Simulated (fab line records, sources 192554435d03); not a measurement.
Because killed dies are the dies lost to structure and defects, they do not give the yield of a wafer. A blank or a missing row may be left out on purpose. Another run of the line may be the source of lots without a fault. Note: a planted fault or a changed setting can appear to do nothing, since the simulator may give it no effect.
Problem report, 8D (eight disciplines) form, completed by code | flow n5Finfet | the parts of the form that need people (team, actions taken, sign-off) are left out

== 1. PROBLEM STATEMENT ==
Wafers without a fault read 410 nm, standard deviation 9.9; trenchDepthNm at N5_BEOL_M13_OCD_MEAS_35 reads a mean of 575 nm on 2 wafers belonging to 2 lots. That puts it +17 standard deviations away from the usual mean.
Seen first at day 15 21:00 on ocd-01, wafer L557.2. The record holds 12 wafers of 4 lots with a number at this step. Rule for "out", or "out of limits": more than 4 standard deviations from the usual mean. All remaining wafers that have a number are taken as sound.

== 2. WHAT IT IS AND WHAT IT IS NOT ==
question                    | is                | is not
which readings at this step | trenchDepthNm     | -
which lots                  | L557, L559        | L555, L560
which wafers of those lots  | L557.2, L559.2    | L557.4, L557.5, L559.1, L559.6
read on which gauges        | ocd-01            | ocd-02
when                        | from day 15 21:00 | up to then (5 sound wafers); but 5 sound wafers of L559, L560 came after

== 3. THE SUSPECTS, EACH WITH WHAT RULES IT OUT ==
Counting: any tool at a process step up to the reading remains a suspect provided it ran every lot that is out. Sound lots after the first of them don't rule it out here, since some wafers of a struck lot are sound.
- the gauge at N5_BEOL_M13_OCD_MEAS_35: ruled out. All the wafers that are out were read on ocd-01, but those of them that N5_BEOL_M13_THK_MEAS_50 has rows for are out there too, on other tools.
- rieDiel-03 at N5_BEOL_M13_TRENCH_ETCH_34 (etches SiOC in C4F8/O2/Ar, target depth 413.47 nm, time 162.6 s): kept. Every lot that is out went through it, the first being L557 (day 15 20:50); the last sound lot it ran before that was L555 (day 15 08:32).
Left after counting: rieDiel-03 at N5_BEOL_M13_TRENCH_ETCH_34.

== 4. THE CAUSE (what the simulator had put in) ==
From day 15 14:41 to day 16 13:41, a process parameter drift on rieDiel-03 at N5_BEOL_M13_TRENCH_ETCH_34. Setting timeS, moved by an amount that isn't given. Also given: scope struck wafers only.
This tool alone remained once counting was done.

== 5. THE CHAIN OF EFFECTS, in route order ==
Each row: a reading where the mean over the struck wafers with a number is more than 3 standard deviations away from the usual. Only readings whose record carries a usual standard deviation are examined. hours: median over the lots of the time between each lot's start at the first step of this table that gives one and its start at this step. sigmas: the change, counted in usual standard deviations.
hours | step                    | reading           | usual         | on struck wafers | change  | sigmas
0     | N5_BEOL_M13_OCD_MEAS_35 | trenchDepthNm     | 410 nm        | 575              | +165    | +17
4     | N5_BEOL_M13_THK_MEAS_50 | M13_THK           | 416 nm        | 579              | +163    | +15
4     | N5_BEOL_M13_RS_MEAS_54  | M13_RS            | 0.0454 ohm/sq | 0.0323           | -0.0131 | -12
18    | N5_BEOL_M15_RC_MEAS_101 | SERP_M13          | 0.311 ohm/um  | 0.217            | -0.094  | -10
18    | N5_BEOL_M15_RC_MEAS_101 | SERP_M13_max_site | 0.314 ohm/um  | 0.219            | -0.095  | -10

== 6. HOW IT WOULD HAVE BEEN CAUGHT EARLIER ==
In this record the first reading out of limits at a measuring or inspecting step was taken at day 15 21:00, 6 hours after the fault began at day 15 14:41.
Tool readings at N5_BEOL_M13_TRENCH_ETCH_34 with a usual standard deviation given in the record: none out on any struck wafer, hence no alarm at a limit of 4 standard deviations on them.
L559, from the lots that are out (2), started N5_BEOL_M13_TRENCH_ETCH_34 on rieDiel-03 later than day 15 21:00. Putting the tool on hold at that point would have spared it.
